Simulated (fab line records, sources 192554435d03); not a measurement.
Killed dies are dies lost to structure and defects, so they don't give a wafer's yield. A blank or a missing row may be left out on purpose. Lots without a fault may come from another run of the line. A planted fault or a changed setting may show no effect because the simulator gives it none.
fab line records | flow n5_finfet
record lots=5 wafers=15 last_day=18
route steps=1938 shown BEOL_M3@1004 BEOL_M4@1021
lots that met no fault: from a run of the same line without faults
start_h: hours from the record's first day to the start of the lot's first wafer shown | wait_h: hours since the lot's step before | " the same as in the row above | L1.1+2: a row that stands for several wafers | - no value, or no start given | * or withheld: withheld | < > ~ a bound
route shown NAME@n: a module of which the file shows steps, and the number in the route of the first | usual: mean/standard deviation of fault-free wafers | same: alike in all rows | chamber/n: place in a boat | sites: the reading at each site | _std_site: their standard deviation | _edge_site: outer sites' mean less inner sites' | radius_mm: how far each site lies from the wafer's centre | mask NAME#n: copy n | behind: the tool/chamber that last shaped the wafer | hold: why the lot was held/for how many hours/how that ended | device: the transistor (n, p or np) that didn't switch | end of line: the same wafers' tests at the end of the route | a step without rows: its recipe alone | killed: dies lost to structure and defects at the first sort, not the wafer's yield | map: a wafer's dies, x killed, . not, _ none there
set.NAME: the setting as run; set.NAME@STEP: as run at that earlier step | model.NAME: the simulator's own value behind a step, which no gauge read
lots at some steps of the route; a table a step, a row a wafer
services: from which hour (start_h, from the record's first day; less than 0 if before it) a tool's chamber was out of use, for how many hours, and why
## steps
# step N5_BEOL_M3_SPUTTER_90
# recipe material=Cu target_thk_a=45 temp_c=-20 chamber_pressure_pa=0.07 power_w=withheld time_s=8.29
# usual throttle_valve_pct=30.1/1.1
# columns lot.wafer tool chamber start_h wait_h throttle_valve_pct
L080.3 pvd_sputter-03 - 204.01 0.1 31.0
L080.4 " - " " 30.0
L080.5 " - " " 30.4
L083.2 pvd_sputter-01 - 233.02 0.1 30.2
L083.4 " - " " 27.6
L083.6 " - " " 27.7
L090.2 pvd_sputter-01 - 257.59 0.1 30.8
L090.3 " - " " 27.3
L090.6 " - " " 30.1
L093.1 pvd_sputter-01 - 288.20 0.1 29.4
L093.2 " - " " 27.5
L093.4 " - " " 30.9
L094.3 pvd_sputter-01 - 290.04 0.1 30.0
L094.5 " - " " 27.8
L094.6 " - " " 29.1
# step N5_BEOL_M3_ANNEAL_91
# recipe temp_c=400 time_s=240 ambient=vacuum
# usual heater_power_w=817/81 susceptor_temp_C_max=401.1/0.35
# columns lot.wafer tool chamber start_h wait_h heater_power_w susceptor_temp_C_max
L080.3 pvd_sputter-03 - 204.09 0.0 817 401.5
L080.4 " - " " 890 401.2
L080.5 " - " " 764 401.2
L083.2 pvd_sputter-01 - 233.10 0.0 734 400.5
L083.4 " - " " 804 401.0
L083.6 " - " " 809 401.5
L090.2 pvd_sputter-01 - 257.67 0.0 775 401.7
L090.3 " - " " 803 401.9
L090.6 " - " " 726 401.2
L093.1 pvd_sputter-01 - 288.28 0.0 916 402.2
L093.2 " - " " 808 401.2
L093.4 " - " " 800 401.6
L094.3 pvd_sputter-01 - 290.12 0.0 726 401.2
L094.5 " - " " 794 400.9
L094.6 " - " " 899 401.8
# step N5_BEOL_M3_SPUTTER_92
# recipe material=Cu target_thk_a=45 temp_c=-20 chamber_pressure_pa=0.07 power_w=withheld time_s=8.29
# usual throttle_valve_pct=30.1/1.1
# columns lot.wafer tool chamber start_h wait_h throttle_valve_pct
L080.3 pvd_sputter-03 - 204.23 0.1 31.1
L080.4 " - " " 30.1
L080.5 " - " " 30.5
L083.2 pvd_sputter-01 - 233.24 0.1 30.2
L083.4 " - " " 27.5
L083.6 " - " " 27.6
L090.2 pvd_sputter-01 - 257.81 0.1 30.8
L090.3 " - " " 27.5
L090.6 " - " " 30.1
L093.1 pvd_sputter-01 - 288.42 0.1 29.1
L093.2 " - " " 27.6
L093.4 " - " " 30.5
L094.3 pvd_sputter-01 - 290.26 0.1 30.0
L094.5 " - " " 27.8
L094.6 " - " " 29.0
# step N5_BEOL_M3_ANNEAL_93
# recipe temp_c=400 time_s=240 ambient=vacuum
# usual heater_power_w=817/78 susceptor_temp_C_max=401.1/0.32
# columns lot.wafer tool chamber start_h wait_h heater_power_w susceptor_temp_C_max
L080.3 pvd_sputter-03 - 204.31 0.0 822 401.2
L080.4 " - " " 865 400.6
L080.5 " - " " 760 400.5
L083.2 pvd_sputter-01 - 233.32 0.0 715 401.6
L083.4 " - " " 819 401.1
L083.6 " - " " 778 401.2
L090.2 pvd_sputter-01 - 257.89 0.0 787 401.3
L090.3 " - " " 803 401.5
L090.6 " - " " 720 401.0
L093.1 pvd_sputter-01 - 288.50 0.0 914 401.4
L093.2 " - " " 805 401.9
L093.4 " - " " 790 401.0
L094.3 pvd_sputter-01 - 290.34 0.0 718 400.9
L094.5 " - " " 800 401.1
L094.6 " - " " 902 401.6
# step N5_BEOL_M3_SPUTTER_94
# recipe material=Cu target_thk_a=45 temp_c=-20 chamber_pressure_pa=0.07 power_w=withheld time_s=8.29
# usual throttle_valve_pct=30.1/1.1
# columns lot.wafer tool chamber start_h wait_h throttle_valve_pct
L080.3 pvd_sputter-03 - 204.45 0.1 30.7
L080.4 " - " " 30.2
L080.5 " - " " 30.5
L083.2 pvd_sputter-01 - 233.46 0.1 29.9
L083.4 " - " " 27.6
L083.6 " - " " 27.9
L090.2 pvd_sputter-01 - 258.03 0.1 31.1
L090.3 " - " " 27.9
L090.6 " - " " 30.5
L093.1 pvd_sputter-01 - 288.64 0.1 29.5
L093.2 " - " " 27.7
L093.4 " - " " 30.8
L094.3 pvd_sputter-01 - 290.48 0.1 30.1
L094.5 " - " " 27.7
L094.6 " - " " 29.2
# step N5_BEOL_M3_ANNEAL_95
# recipe temp_c=400 time_s=240 ambient=vacuum
# usual heater_power_w=816/79 susceptor_temp_C_max=401.1/0.33
# columns lot.wafer tool chamber start_h wait_h heater_power_w susceptor_temp_C_max
L080.3 pvd_sputter-03 - 204.53 0.0 835 401.1
L080.4 " - " " 878 401.1
L080.5 " - " " 751 400.5
L083.2 pvd_sputter-01 - 233.54 0.0 708 401.5
L083.4 " - " " 787 401.3
L083.6 " - " " 787 401.3
L090.2 pvd_sputter-01 - 258.11 0.0 794 401.4
L090.3 " - " " 805 401.1
L090.6 " - " " 723 400.9
L093.1 pvd_sputter-01 - 288.72 0.0 885 401.5
L093.2 " - " " 777 400.9
L093.4 " - " " 794 401.6
L094.3 pvd_sputter-01 - 290.56 0.0 730 401.0
L094.5 " - " " 802 401.4
L094.6 " - " " 895 401.4
# step N5_BEOL_M3_SPUTTER_96
# recipe material=Cu target_thk_a=45 temp_c=-20 chamber_pressure_pa=0.07 power_w=withheld time_s=8.29
# usual throttle_valve_pct=30.1/1.1
# columns lot.wafer tool chamber start_h wait_h throttle_valve_pct
L080.3 pvd_sputter-03 - 204.67 0.1 31.1
L080.4 " - " " 30.1
L080.5 " - " " 30.3
L083.2 pvd_sputter-01 - 233.68 0.1 30.0
L083.4 " - " " 27.6
L083.6 " - " " 27.7
L090.2 pvd_sputter-01 - 258.25 0.1 31.0
L090.3 " - " " 27.9
L090.6 " - " " 30.3
L093.1 pvd_sputter-01 - 288.86 0.1 29.3
L093.2 " - " " 27.9
L093.4 " - " " 30.9
L094.3 pvd_sputter-01 - 290.70 0.1 30.3
L094.5 " - " " 27.7
L094.6 " - " " 28.8
# step N5_BEOL_M3_ECD_50
# recipe material=Cu target_thk_a=3000
# columns lot.wafer tool chamber start_h wait_h
L080.3+4+5 ecd_cu-01 1,0,1 204.80 0.1
L083.2+4+6 ecd_cu-01 0,1,1 233.80 0.1
L090.2+3+6 ecd_cu-02 0,1,1 258.36 0.1
L093.1+2+4 ecd_cu-01 0,1,1 288.97 0.1
L094.3+5+6 ecd_cu-02 1,0,1 290.83 0.1
# step N5_BEOL_M3_ANNEAL_51
# recipe temp_c=225 time_s=90 ambient=N2
# usual anneal_temp_c=224.98/0.16 wafer_temp_C_max=226.3/0.39
# columns lot.wafer tool chamber start_h wait_h anneal_temp_c wafer_temp_C_max
L080.3 rtp_anneal-02 0 204.95 0.1 224.97 227.1
L080.4 " 0 " " 224.90 226.1
L080.5 " 0 " " 225.04 226.4
L083.2 rtp_anneal-02 0 233.93 0.1 224.75 226.7
L083.4 " 0 " " 224.84 226.5
L083.6 " 0 " " 224.71 226.6
L090.2 rtp_anneal-01 0 258.49 0.1 224.62 226.4
L090.3 " 0 " " 225.06 226.2
L090.6 " 0 " " 224.91 226.3
L093.1 rtp_anneal-01 0 289.05 0.1 224.81 226.0
L093.2 " 0 " " 224.62 226.3
L093.4 " 0 " " 225.09 225.5
L094.3 rtp_anneal-02 0 291.04 0.2 225.09 226.7
L094.5 " 0 " " 225.03 226.7
L094.6 " 0 " " 225.17 227.7
# step N5_BEOL_M3_CMP_52
# recipe stop_on=SiOC t_overpolish_s=6.8 down_force_psi=1 platen_rpm=50 clearing_platen_down_force_psi=1.5 clearing_platen_rpm=50 post_cmp_clean=cu_alkaline target_thk_nm=40 clearing_platen_pad_velocity_m_s=0.99484 pad_velocity_m_s=0.99484
# usual barrier_field_endpoint_s=24.8/0.52 motor_current_A=6.0/0.49 overpolish_run_s=6.798/0.0092 time_to_endpoint_s=62.3/2.5
# columns lot.wafer tool chamber start_h wait_h barrier_field_endpoint_s motor_current_A overpolish_run_s time_to_endpoint_s
L080.4 cmp-04 0 205.16 0.1 24.9 5.8 6.796 59.5
L080.3 " 1 " " 25.4 6.2 6.807 63.1
L080.5 " 0 " " 25.5 6.0 6.787 63.2
L083.2 cmp-02 2 234.25 0.3 24.5 6.2 6.799 59.7
L083.4 " 3 " " 25.1 6.2 6.781 62.0
L083.6 " 0 " " 24.6 5.8 6.792 58.4
L090.3 cmp-02 1 258.82 0.2 24.0 5.2 6.786 62.4
L090.2 " 0 " " 24.2 5.6 6.796 60.6
L090.6 " 1 " " 24.5 5.2 6.800 65.6
L093.1 cmp-01 3 292.62 3.5 23.8 5.0 6.798 58.7
L093.2 " 0 " " 25.1 5.9 6.807 60.3
L093.4 " 2 " " 24.9 6.0 6.803 59.7
L094.3 cmp-04 3 292.77 1.7 24.0 6.1 6.799 59.1
L094.5 " 2 " " 24.8 6.3 6.806 57.2
L094.6 " 3 " " 24.8 5.8 6.793 58.1
# step N5_BEOL_M3_THK_MEAS_53
# recipe thk_meas_gauge=xrf reads=Cu_of_BEOL_M3_ECD_50
# usual M3_THK=40.2/1.4
# columns lot.wafer tool chamber start_h wait_h M3_THK[nm]
L080.3 film_metro-01 - 205.46 - 37.6
L080.4 " - " " 40.5
L080.5 " - " " 40.2
L083.2 film_metro-01 - 234.47 - 42.9
L083.4 " - " " 40.6
L083.6 " - " " 41.9
L090.2 film_metro-02 - 259.12 - 38.4
L090.3 " - " " 38.5
L090.6 " - " " 39.4
L093.1 film_metro-01 - 292.92 - 40.1
L093.2 " - " " 39.2
L093.4 " - " " 40.5
L094.3 film_metro-01 - 293.03 - 35.9
L094.5 " - " " 39.9
L094.6 " - " " 38.3
# step N5_BEOL_M3_PRE_CLEAN_60
# recipe gas=NH3/H2 time_s=15 temp_c=* rf_power_w=300
# usual heater_power_w=86/23
# columns lot.wafer tool chamber start_h wait_h heater_power_w
L080.3 cvd_co-01 0 205.49 0.0 60
L080.4 " 0 " " 60
L080.5 " 2 " " 126
L083.2 cvd_co-02 0 234.51 0.0 89
L083.4 " 0 " " 91
L083.6 " 1 " " 97
L090.2 cvd_co-02 2 259.22 0.1 55
L090.3 " 1 " " 98
L090.6 " 1 " " 100
L093.1 cvd_co-01 2 292.96 0.0 123
L093.2 " 1 " " 92
L093.4 " 1 " " 94
L094.3 cvd_co-02 2 293.19 0.2 57
L094.5 " 2 " " 55
L094.6 " 1 " " 96
# step N5_BEOL_M3_CO_CAP_55
# recipe material=Co target_thk_a=20 temp_c=200 precursor=CCTBA/H2 pressure_torr=30 time_s=102.1
# usual heater_power_w=238/29
# columns lot.wafer tool chamber start_h wait_h heater_power_w
L080.3 cvd_co-01 0 205.53 0.0 212
L080.4 " 0 " " 209
L080.5 " 2 " " 288
L083.2 cvd_co-02 0 234.55 0.0 240
L083.4 " 0 " " 242
L083.6 " 1 " " 254
L090.2 cvd_co-02 2 259.26 0.0 197
L090.3 " 1 " " 250
L090.6 " 1 " " 252
L093.1 cvd_co-01 2 293.00 0.0 291
L093.2 " 1 " " 249
L093.4 " 1 " " 252
L094.3 cvd_co-02 2 293.23 0.0 198
L094.5 " 2 " " 203
L094.6 " 1 " " 248
# step N5_BEOL_M3_PRE_CLEAN_56
# recipe gas=NH3 time_s=15 temp_c=withheld rf_power_w=300
# columns lot.wafer tool chamber start_h wait_h
L080.3+4+5 pecvd-03 2,1,2 205.63 0.1
L083.2+4+6 pecvd-04 2,1,2 234.64 0.1
L090.2+3+6 pecvd-01 1,0,2 259.35 0.1
L093.1+2+4 pecvd-04 1,2,0 293.09 0.1
L094.3+5+6 pecvd-01 0,2,1 293.32 0.1
# step N5_BEOL_M3_DEP_57
# recipe material=SiCN target_thk_a=80 temp_c=withheld precursor=3MS/NH3 pressure_torr=3 rf_w=202 time_s=14
# usual showerhead_plenum_p_Torr=3.667/0.0093 throttle_valve_pct=9.2/0.61
# columns lot.wafer tool chamber start_h wait_h showerhead_plenum_p_Torr throttle_valve_pct
L080.3 pecvd-03 2 205.65 0.0 3.658 8.8
L080.4 " 1 " " 3.671 10.7
L080.5 " 2 " " 3.669 8.3
L083.2 pecvd-04 2 234.67 0.0 3.664 8.9
L083.4 " 1 " " 3.688 9.4
L083.6 " 2 " " 3.660 9.0
L090.2 pecvd-01 1 259.38 0.0 3.655 9.9
L090.3 " 0 " " 3.668 8.7
L090.6 " 2 " " 3.661 9.6
L093.1 pecvd-04 1 293.11 0.0 3.687 9.3
L093.2 " 2 " " 3.652 9.1
L093.4 " 0 " " 3.668 8.9
L094.3 pecvd-01 0 293.34 0.0 3.666 8.5
L094.5 " 2 " " 3.671 9.9
L094.6 " 1 " " 3.666 9.7
# step N5_BEOL_M3_RS_MEAS_58
# recipe thk_meas_gauge=four-point-probe reads=Co_of_BEOL_M3_CO_CAP_55+Cu_of_BEOL_M3_ECD_50+Co_of_BEOL_M3_CVD_47+TaN_of_BEOL_M3_ALD_84
# usual M3_RS=0.662/0.029
# columns lot.wafer tool chamber start_h wait_h M3_RS[ohm/sq]
L080.3 film_metro-02 - 205.72 0.1 0.729
L080.4 " - " " 0.661
L080.5 " - " " 0.667
L083.2 film_metro-01 - 234.73 0.1 0.608
L083.4 " - " " 0.651
L083.6 " - " " 0.631
L090.2 film_metro-01 - 259.44 0.1 0.701
L090.3 " - " " 0.690
L090.6 " - " " 0.675
L093.1 film_metro-01 - 293.18 0.0 0.665
L093.2 " - " " 0.681
L093.4 " - " " 0.659
L094.3 film_metro-01 - 293.41 0.1 0.754
L094.5 " - " " 0.662
L094.6 " - " " 0.694
# step N5_BEOL_M3_INSPECT_59
# recipe inspect_instrument=darkfield mode=post_dep
# usual raw_defect_count=72/24
# columns lot.wafer tool chamber start_h wait_h raw_defect_count
L080.3 defect_inspect-01 - 205.75 0.0 60
L080.4 " - " " 64
L080.5 " - " " 40
L083.2 defect_inspect-01 - 234.76 0.0 34
L083.4 " - " " 68
L083.6 " - " " 57
L090.2 defect_inspect-01 - 259.47 0.0 49
L090.3 " - " " 94
L090.6 " - " " 64
L093.1 defect_inspect-02 - 293.20 0.0 86
L093.2 " - " " 86
L093.4 " - " " 138
L094.3 defect_inspect-01 - 293.44 0.0 58
L094.5 " - " " 72
L094.6 " - " " 39
# step N5_BEOL_M4_ILD_DEP_00
# recipe material=SiOC target_thk_a=790 temp_c=350 precursor=DEMS/O2 pressure_torr=5 rf_w=500 time_s=15.3
# usual heater_power_w=446/63 showerhead_plenum_p_Torr=5.696/0.016 throttle_valve_pct=12.2/0.79
# columns lot.wafer tool chamber start_h wait_h heater_power_w showerhead_plenum_p_Torr throttle_valve_pct
L080.3 pecvd-01 2 205.78 0.0 394 5.695 12.6
L080.4 " 2 " " 396 5.694 12.7
L080.5 " 1 " " 423 5.706 13.0
L083.2 pecvd-01 2 234.80 0.0 394 5.685 12.9
L083.4 " 2 " " 385 5.705 12.6
L083.6 " 1 " " 455 5.708 12.7
L090.2 pecvd-01 1 259.51 0.0 352 5.720 13.0
L090.3 " 0 " " 375 5.693 11.4
L090.6 " 0 " " 388 5.689 11.5
L093.1 pecvd-02 2 293.24 0.0 524 5.701 10.9
L093.2 " 1 " " 475 5.692 13.5
L093.4 " 1 " " 487 5.685 13.4
L094.3 pecvd-02 2 293.47 0.0 574 5.716 11.1
L094.5 " 2 " " 585 5.696 11.0
L094.6 " 1 " " 449 5.694 13.1
# step N5_BEOL_M4_THK_MEAS_01
# recipe reads=SiOC_of_BEOL_M4_ILD_DEP_00
# usual M4_ILD_THK=78.7/1.1
# columns lot.wafer tool chamber start_h wait_h M4_ILD_THK[nm]
L080.3 film_metro-02 - 205.85 0.1 77.9
L080.4 " - " " 79.1
L080.5 " - " " 80.4
L083.2 film_metro-02 - 234.86 0.1 78.7
L083.4 " - " " 79.6
L083.6 " - " " 80.0
L090.2 film_metro-01 - 259.57 0.1 78.0
L090.3 " - " " 78.7
L090.6 " - " " 80.0
L093.1 film_metro-01 - 293.31 0.0 78.1
L093.2 " - " " 79.3
L093.4 " - " " 80.3
L094.3 film_metro-01 - 293.54 0.1 78.0
L094.5 " - " " 78.8
L094.6 " - " " 79.3
# step N5_BEOL_M4_PECVD_72
# recipe material=SiO2 target_thk_a=160 temp_c=400 precursor=TEOS/O2 pressure_torr=5.5 rf_w=450 teos_flow_sccm=53.8 gas=O2 flow_sccm=3000 time_s=18
# usual heater_power_w=654/86 showerhead_plenum_p_Torr=8.79/0.065 throttle_valve_pct=22.8/1.4
# columns lot.wafer tool chamber start_h wait_h heater_power_w showerhead_plenum_p_Torr throttle_valve_pct
L080.3 pecvd-02 1 205.90 0.1 698 8.78 25.1
L080.4 " 0 " " 642 8.73 22.0
L080.5 " 0 " " 639 8.72 22.2
L083.2 pecvd-02 1 234.90 0.0 770 8.77 25.3
L083.4 " 2 " " 750 8.88 20.4
L083.6 " 1 " " 754 8.76 25.3
L090.2 pecvd-04 2 259.61 0.0 558 8.77 22.2
L090.3 " 0 " " 791 8.78 21.8
L090.6 " 0 " " 794 8.77 22.1
L093.1 pecvd-04 1 293.35 0.0 733 8.93 23.4
L093.2 " 0 " " 777 8.77 21.9
L093.4 " 2 " " 584 8.76 22.3
L094.3 pecvd-04 0 293.58 0.0 761 8.75 22.1
L094.5 " 1 " " 730 8.95 23.5
L094.6 " 0 " " 742 8.75 21.7
# step N5_BEOL_M4_HM_DEP_02
# recipe material=TiN target_thk_a=200 temp_c=25 chamber_pressure_pa=0.49996
# usual throttle_valve_pct=29.8/1.3
# columns lot.wafer tool chamber start_h wait_h throttle_valve_pct
L080.3 pvd_sputter-02 - 208.64 2.7 29.1
L080.4 " - " " 31.3
L080.5 " - " " 31.6
L083.2 pvd_sputter-01 - 235.12 0.2 30.6
L083.4 " - " " 30.3
L083.6 " - " " 27.8
L090.2 pvd_sputter-01 - 261.72 2.1 30.5
L090.3 " - " " 29.2
L090.6 " - " " 30.7
L093.1 pvd_sputter-03 - 293.66 0.3 30.2
L093.2 " - " " 30.2
L093.4 " - " " 31.0
L094.3 pvd_sputter-01 - 293.88 0.3 30.7
L094.5 " - " " 28.9
L094.6 " - " " 27.6
# step N5_BEOL_M4_COAT_61
# recipe resist=SOC temp_c=250 time_s=60 spin_rpm=1500 resist_thk_nm=60
# columns lot.wafer tool chamber start_h wait_h
L080.3+4+5 litho_track-01 0 208.76 0.1
L083.2+4+6 litho_track-05 0 235.25 0.1
L090.2+3+6 litho_track-03 0 261.85 0.1
L093.1+2+4 litho_track-01 0 293.78 0.1
L094.3+5+6 litho_track-05 0 294.00 0.1
# step N5_BEOL_M4_COAT_62
# recipe resist=SiARC temp_c=220 time_s=60 spin_rpm=1500 resist_thk_nm=12
# columns lot.wafer tool chamber start_h wait_h
L080.3+4+5 litho_track-01 0 - -
L083.2+4+6 litho_track-05 0 - -
L090.2+3+6 litho_track-03 0 - -
L093.1+2+4 litho_track-01 0 - -
L094.3+5+6 litho_track-05 0 - -
# step N5_BEOL_M4_COAT_73
# recipe resist=underlayer temp_c=205 time_s=60 spin_rpm=1500 resist_thk_nm=5
# columns lot.wafer tool chamber start_h wait_h
L080.3+4+5 litho_track-01 0 - -
L083.2+4+6 litho_track-05 0 - -
L090.2+3+6 litho_track-03 0 - -
L093.1+2+4 litho_track-01 0 - -
L094.3+5+6 litho_track-05 0 - -
# step N5_BEOL_M4_COAT_05
# recipe resist=CAR-EUV spin_rpm=1500 resist_thk_nm=30
# columns lot.wafer tool chamber start_h wait_h
L080.3+4+5 litho_track-01 0 - -
L083.2+4+6 litho_track-05 0 - -
L090.2+3+6 litho_track-03 0 - -
L093.1+2+4 litho_track-01 0 - -
L094.3+5+6 litho_track-05 0 - -
# step N5_BEOL_M4_EBR_07
# recipe solvent=PGMEA ebr_width_mm=1.5
# columns lot.wafer tool chamber start_h wait_h
L080.3+4+5 litho_track-01 0 - -
L083.2+4+6 litho_track-05 0 - -
L090.2+3+6 litho_track-03 0 - -
L093.1+2+4 litho_track-01 0 - -
L094.3+5+6 litho_track-05 0 - -
# step N5_BEOL_M4_SOFTBAKE_06
# recipe temp_c=110 time_s=60 resist=CAR-EUV
# columns lot.wafer tool chamber start_h wait_h
L080.3+4+5 litho_track-01 0 - -
L083.2+4+6 litho_track-05 0 - -
L090.2+3+6 litho_track-03 0 - -
L093.1+2+4 litho_track-01 0 - -
L094.3+5+6 litho_track-05 0 - -
# step N5_BEOL_M4_EXPOSE_08
# recipe mask_id=M4 na=0.33 source_shape=dipole sigma_inner=0.369 sigma_outer=0.767 polarization=unpolarized dose_mj=41.25
# columns lot.wafer tool chamber start_h wait_h mask
L080.3+4+5 euv_scanner-01 0 209.04 - M4#0
L083.2+4+6 euv_scanner-02 0 235.52 - M4#0
L090.2+3+6 euv_scanner-02 0 261.99 - M4#0
L093.1+2+4 euv_scanner-02 0 293.92 - M4#0
L094.3+5+6 euv_scanner-01 0 294.28 - M4#0
# step N5_BEOL_M4_PEB_09
# recipe peb_temp_c=100 peb_time_s=60 resist=CAR-EUV
# columns lot.wafer tool chamber start_h wait_h
L080.3+4+5 litho_track-05 0 209.09 0.0
L083.2+4+6 litho_track-01 0 235.58 0.1
L090.2+3+6 litho_track-05 0 262.05 0.1
L093.1+2+4 litho_track-03 0 293.98 0.1
L094.3+5+6 litho_track-03 0 294.33 0.0
# step N5_BEOL_M4_DEVELOP_10
# recipe develop_time_s=30 developer=TMAH resist=CAR-EUV rinse_liquid=surfactant_rinse dry=air_spin dev_temp_c=23
# columns lot.wafer tool chamber start_h wait_h
L080.3+4+5 litho_track-05 0 - -
L083.2+4+6 litho_track-01 0 - -
L090.2+3+6 litho_track-05 0 - -
L093.1+2+4 litho_track-03 0 - -
L094.3+5+6 litho_track-03 0 - -
# step N5_BEOL_M4_CD_MEAS_11
# recipe target_cd_nm=16.79 landing_energy_ev=500 detector=se_inlens polarity=opening
# usual cd_nm=16.79/0.22
# columns lot.wafer tool chamber start_h wait_h cd_nm
L080.3 cd_sem-02 0 209.16 - 16.70
L080.4 " 0 " " 16.99
L080.5 " 0 " " 16.93
L083.2 cd_sem-01 0 235.64 - 16.90
L083.4 " 0 " " 16.94
L083.6 " 0 " " 17.01
L090.2 cd_sem-01 0 262.12 - 16.89
L090.3 " 0 " " 16.84
L090.6 " 0 " " 16.90
L093.1 cd_sem-02 0 294.05 - 16.96
L093.2 " 0 " " 17.14
L093.4 " 0 " " 16.86
L094.3 cd_sem-02 0 294.40 - 17.21
L094.5 " 0 " " 17.15
L094.6 " 0 " " 16.91
# step N5_BEOL_M4_OVL_MEAS_12
# recipe points_per_wafer=522
# usual M4_OVL=-0.4/0.73
# same points_per_wafer=522
# columns lot.wafer tool chamber start_h wait_h M4_OVL[nm]
L080.3 overlay-01 0 209.20 0.0 -1.6
L080.4 " 0 " " -1.7
L080.5 " 0 " " -0.8
L083.2 overlay-01 0 235.68 0.0 0.8
L083.4 " 0 " " 1.8
L083.6 " 0 " " 0.2
L090.2 overlay-02 0 262.15 0.0 -0.4
L090.3 " 0 " " -0.7
L090.6 " 0 " " -1.0
L093.1 overlay-01 0 294.08 0.0 -0.5
L093.2 " 0 " " -1.0
L093.4 " 0 " " -0.6
L094.3 overlay-01 0 294.44 0.0 -1.3
L094.5 " 0 " " -1.2
L094.6 " 0 " " -0.8
# step N5_BEOL_M4_INSPECT_13
# recipe mode=adi inspect_instrument=brightfield
# usual raw_defect_count=401/90
# columns lot.wafer tool chamber start_h wait_h raw_defect_count
L080.3 defect_inspect-01 - 209.25 0.0 295
L080.4 " - " " 374
L080.5 " - " " 344
L083.2 defect_inspect-01 - 235.73 0.0 532
L083.4 " - " " 409
L083.6 " - " " 512
L090.2 defect_inspect-01 - 262.20 0.0 260
L090.3 " - " " 355
L090.6 " - " " 362
L093.1 defect_inspect-02 - 294.14 0.1 386
L093.2 " - " " 452
L093.4 " - " " 444
L094.3 defect_inspect-01 - 294.49 0.0 275
L094.5 " - " " 341
L094.6 " - " " 319
# step N5_BEOL_M4_DESCUM_16
# recipe chemistry=O2 time_s=7 source_power_w=50 bias_power_w=20 pressure_mtorr=20 rf_frequency_hz=2.712e+07 temp_c=40 resist=CAR-EUV o2_flow_sccm=225
# usual drypump_motor_current_A=5.8/0.37 oes_product_au=0.79/0.081 rf_vpp_V=243.7/1.7 showerhead_plenum_p_Torr=2.12/0.1 throttle_valve_pct=20.34/0.13
# columns lot.wafer tool chamber start_h wait_h drypump_motor_current_A oes_product_au rf_hours_counter_h rf_vpp_V showerhead_plenum_p_Torr throttle_valve_pct
L080.3 rie_diel-05 3 209.31 0.1 6.3 0.70 247 244.2 2.15 20.66
L080.4 " 1 " " 5.4 0.75 146 239.1 1.91 20.51
L080.5 " 2 " " 5.8 0.89 - 245.0 2.23 20.29
L083.2 rie_diel-05 0 235.77 0.0 5.6 0.74 183 244.1 2.17 20.28
L083.4 " 2 " " 5.8 0.88 - 245.9 2.23 20.31
L083.6 " 1 " " 5.4 0.74 - 240.6 1.91 20.54
L090.2 rie_diel-02 0 262.24 0.0 5.3 0.82 68 244.2 2.21 20.21
L090.3 " 1 " " 5.4 0.78 114 243.9 2.19 20.36
L090.6 " 1 " " 5.4 0.78 - 243.0 2.19 20.38
L093.1 rie_diel-02 3 294.17 0.0 5.9 0.70 227 245.8 2.15 20.29
L093.2 " 2 " " 6.4 0.92 28 242.3 2.04 20.23
L093.4 " 1 " " 5.5 0.76 126 245.1 2.19 20.38
L094.3 rie_diel-02 1 294.52 0.0 5.5 0.77 126 244.8 2.19 20.39
L094.5 " 0 " " 5.3 0.80 - 245.3 2.20 20.22
L094.6 " 3 " " 5.9 0.70 - 245.4 2.15 20.30
# step N5_BEOL_M4_ETCH_74
# recipe chemistry=N2/H2 target=underlayer target_depth_a=65 mask_material=CAR-EUV time_s=5.2 ion_energy_ev=200 pressure_mtorr=30 source_w=840 bias_w=150 n2_flow_sccm=200 h2_flow_sccm=200 ends=cleared
# usual drypump_motor_current_A=5.8/0.37 etch_rf_on_time_s=5.19/0.07 oes_product_au=0.68/0.069 rf_vpp_V=525/3.8 showerhead_plenum_p_Torr=2.58/0.12 throttle_valve_pct=17.81/0.17
# columns lot.wafer tool chamber start_h wait_h drypump_motor_current_A etch_rf_on_time_s oes_product_au rf_hours_counter_h rf_vpp_V showerhead_plenum_p_Torr throttle_valve_pct
L080.3 rie_diel-05 3 209.34 0.0 6.3 5.21 0.59 247 524 2.61 18.18
L080.4 " 1 " " 5.4 5.21 0.63 146 519 2.34 18.04
L080.5 " 2 " " 5.8 5.15 0.77 - 531 2.71 17.69
L083.2 rie_diel-05 0 235.80 0.0 5.6 5.21 0.63 183 527 2.64 17.71
L083.4 " 2 " " 5.8 5.21 0.75 - 529 2.71 17.71
L083.6 " 1 " " 5.4 5.31 0.64 - 517 2.34 18.04
L090.2 rie_diel-02 0 262.27 0.0 5.3 5.15 0.70 68 530 2.69 17.66
L090.3 " 1 " " 5.5 5.27 0.67 114 527 2.66 17.77
L090.6 " 1 " " 5.5 5.23 0.67 - 527 2.66 17.79
L093.1 rie_diel-02 3 294.21 0.0 5.9 5.31 0.60 227 527 2.62 17.88
L093.2 " 2 " " 6.4 5.18 0.78 28 521 2.49 17.76
L093.4 " 1 " " 5.5 5.29 0.66 126 527 2.66 17.82
L094.3 rie_diel-02 1 294.55 0.0 5.5 5.25 0.65 126 525 2.66 17.80
L094.5 " 0 " " 5.3 5.10 0.68 - 529 2.68 17.64
L094.6 " 3 " " 5.9 5.26 0.61 - 528 2.62 17.85
## services
# columns tool chamber start_h hours kind
cmp-02 - 182.65 1.8 repair
euv_scanner-01 - 184.12 0.2 repair
pvd_sputter-03 - 186.76 4.3 repair
cvd_co-02 - 191.85 0.4 repair
cmp-04 - 192.98 3.4 pm
cmp-02 - 197.24 7.9 pm
pecvd-04 - 198.44 0.5 repair
cvd_co-01 - 214.39 6.0 pm
pecvd-04 2 216.90 6.0 repair
euv_scanner-01 - 218.54 4.6 pm
cvd_co-01 - 221.28 1.4 repair
rie_diel-05 3 226.36 1.8 repair
cmp-02 - 227.28 4.0 pm
euv_scanner-02 - 228.92 1.0 pm
euv_scanner-01 - 232.30 1.0 pm
cmp-02 - 248.20 7.1 repair
cmp-04 - 255.24 0.7 repair
ecd_cu-01 - 255.77 4.6 repair
euv_scanner-02 - 256.19 0.9 repair
rie_diel-05 0 267.67 7.6 repair
pecvd-01 - 273.03 1.2 repair
euv_scanner-02 - 283.36 1.0 pm
pecvd-01 - 288.17 2.8 pm
cvd_co-02 - 288.86 4.3 pm
## key
fault none
